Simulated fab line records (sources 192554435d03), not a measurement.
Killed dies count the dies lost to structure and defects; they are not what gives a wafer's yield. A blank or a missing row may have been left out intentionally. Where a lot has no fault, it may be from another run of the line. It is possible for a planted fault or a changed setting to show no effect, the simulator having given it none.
Chamber matching || flow n5Finfet || rieDiel-06 running N5_BEOL_M11_ETCH_65: 4 sister chambers
The step etches SiARC in CF4, target depth 39 nm, time 65 s. 4 wafers are shown with their chamber, then 11 later ones without.

## EACH WAFER AND ITS CHAMBER
{"wafer": "L086.3", "chamber": 3, "showerheadPlenumPTorr (Torr)": 2.22}
{"wafer": "L086.4", "chamber": 1, "showerheadPlenumPTorr (Torr)": 1.98}
{"wafer": "L086.5", "chamber": 0, "showerheadPlenumPTorr (Torr)": 2.21}
{"wafer": "L089.1", "chamber": 2, "showerheadPlenumPTorr (Torr)": 2.14}

## WAFERS WITHOUT THEIR CHAMBER
{"wafer": "L089.3", "showerheadPlenumPTorr (Torr)": 2.21}
{"wafer": "L089.4", "showerheadPlenumPTorr (Torr)": 2.21}
{"wafer": "L093.1", "showerheadPlenumPTorr (Torr)": 2.21}
{"wafer": "L093.4", "showerheadPlenumPTorr (Torr)": 1.98}
{"wafer": "L093.5", "showerheadPlenumPTorr (Torr)": 2.21}
{"wafer": "L096.1", "showerheadPlenumPTorr (Torr)": 1.97}
{"wafer": "L096.3", "showerheadPlenumPTorr (Torr)": 2.21}
{"wafer": "L096.5", "showerheadPlenumPTorr (Torr)": 2.14}
{"wafer": "L097.1", "showerheadPlenumPTorr (Torr)": 2.14}
{"wafer": "L097.2", "showerheadPlenumPTorr (Torr)": 2.21}
{"wafer": "L097.3", "showerheadPlenumPTorr (Torr)": 2.20}

## THE CHAMBER EACH PASSED THROUGH
{"wafer": "L089.3", "from the rows above": 0, "in truth": 0}
{"wafer": "L089.4", "from the rows above": 0, "in truth": 0}
{"wafer": "L093.1", "from the rows above": 0, "in truth": 0}
{"wafer": "L093.4", "from the rows above": 1, "in truth": 1}
{"wafer": "L093.5", "from the rows above": 0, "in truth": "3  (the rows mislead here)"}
{"wafer": "L096.1", "from the rows above": 1, "in truth": 1}
{"wafer": "L096.3", "from the rows above": 0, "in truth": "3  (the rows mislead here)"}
{"wafer": "L096.5", "from the rows above": 2, "in truth": 2}
{"wafer": "L097.1", "from the rows above": 2, "in truth": 2}
{"wafer": "L097.2", "from the rows above": 0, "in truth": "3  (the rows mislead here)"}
{"wafer": "L097.3", "from the rows above": 0, "in truth": 0}
Correct placement for 8 of the 11. Left unplaced by these rows: 0. Wrongly placed: 3.
How it was worked out, from the rows above alone: a wafer's distance from a chamber is the root of the sum, over the readings, of the square of ((its reading less the chamber's mean) divided by the reading's scatter). The wafer belongs to the nearest chamber; if the next one is less than 2 further off, it can't be placed. Each chamber's mean is taken over the wafers shown for it. The scatter: with one shown wafer a chamber, the root of the mean of the squares of how far each hidden wafer lies from its nearest shown one.
